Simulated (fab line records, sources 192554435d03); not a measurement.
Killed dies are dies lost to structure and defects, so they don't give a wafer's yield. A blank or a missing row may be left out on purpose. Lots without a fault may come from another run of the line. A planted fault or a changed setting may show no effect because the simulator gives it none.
Chamber matching | flow n5_finfet | N5_BEOL_M9_CURE_71 on uv_cure-03: 3 sister chambers
The step cures SiCOH lowk, time 240 s. 3 wafers are shown with their chamber, then 11 later ones without.

WAFERS WITH THEIR CHAMBER
wafer  | chamber | wafer_temp_C_max
L081.6 | 1       | 386.6
L086.4 | 2       | 387.4
L091.1 | 0       | 386.6

WAFERS WITHOUT THEIR CHAMBER
wafer  | wafer_temp_C_max
L091.2 | 386.6
L091.4 | 385.9
L095.1 | 387.2
L095.3 | 387.3
L095.4 | 387.1
L095.2 | 386.7
L095.5 | 386.8
L095.6 | 387.0
L097.2 | 386.7
L097.3 | 385.7
L097.5 | 386.5

WHICH CHAMBER EACH WENT THROUGH
wafer  | from the rows above          | in truth
L091.2 | can't be placed: 0 or 1      | 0
L091.4 | can't be placed: 0 or 1      | 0
L095.1 | can't be placed: 2 or 0 or 1 | 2
L095.3 | can't be placed: 2 or 0 or 1 | 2
L095.4 | can't be placed: 2 or 0 or 1 | 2
L095.2 | can't be placed: 0 or 1 or 2 | 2
L095.5 | can't be placed: 0 or 1 or 2 | 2
L095.6 | can't be placed: 0 or 1 or 2 | 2
L097.2 | can't be placed: 0 or 1 or 2 | 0
L097.3 | can't be placed: 0 or 1      | 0
L097.5 | can't be placed: 0 or 1      | 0
Placed correctly: 0 of 11. Can't be placed from these rows: 11 (the true chamber is among the candidates in 11). Placed wrongly: 0.
How it was worked out, from the rows above alone: a wafer's distance from a chamber is the root of the sum, over the readings, of the square of ((its reading less the chamber's mean) divided by the reading's scatter). The wafer belongs to the nearest chamber; if the next one is less than 2 further off, it can't be placed. A chamber's mean is the mean of its shown wafers. The scatter: with one shown wafer a chamber, the root of the mean of the squares of how far each hidden wafer lies from its nearest shown one.
